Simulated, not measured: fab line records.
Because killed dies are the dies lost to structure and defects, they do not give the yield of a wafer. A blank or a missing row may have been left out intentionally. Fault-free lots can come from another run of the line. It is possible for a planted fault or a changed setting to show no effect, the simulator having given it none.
Chamber matching -- flow nand_harc -- 4 sister chambers for NHARC_A_CHANNEL_FILL_D1_ETCHBACK_20 on rie_diel-06
The step etches the open film in C4F8/O2/Ar, target depth 27 nm, time 13.5 s. 8 wafers are shown with their chamber, then 11 later ones without.

== WAFERS WITH THEIR CHAMBER ==
wafer,chamber,rf_vpp_V (V),oes_product_au (a.u.)
L075.6,3,985,0.93
L076.1,3,984,1.01
L085.1,0,988,1.00
L085.6,1,974,1.00
L086.1,1,974,1.00
L086.2,0,988,1.00
L086.4,2,979,1.01
L089.2,2,979,0.99

== WAFERS WITHOUT THEIR CHAMBER ==
wafer,rf_vpp_V (V),oes_product_au (a.u.)
L089.4,988,1.00
L089.5,987,1.00
L092.1,984,1.00
L092.4,978,1.01
L092.6,979,1.00
L091.1,983,1.01
L091.3,974,0.99
L091.6,980,1.01
L096.1,986,0.93
L096.2,987,0.93
L096.4,972,0.91

== THE CHAMBER EACH PASSED THROUGH ==
wafer,from the rows above,in truth
L089.4,0,0
L089.5,0,0
L092.1,3,3
L092.4,2,2
L092.6,2,2
L091.1,3,3
L091.3,1,1
L091.6,2,2
L096.1,can't be placed: 3 or 0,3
L096.2,0,0
L096.4,1,1
10 of 11 placed correctly. Not placeable from these rows: 1 (in 1, the candidates include the true chamber). Wrongly placed: 0.
How it was worked out, from the rows above alone: a wafer's distance from a chamber is the root of the sum, over the readings, of the square of ((its reading less the chamber's mean) divided by the reading's scatter). If the next closest chamber is less than 2 further off than the closest, the wafer can't be placed; otherwise it belongs to the closest. The mean given for a chamber averages the wafers shown for that chamber. The scatter: take each reading less its chamber's mean, square it, sum over the shown wafers, divide by the number of wafers less the number of chambers, and take the root.
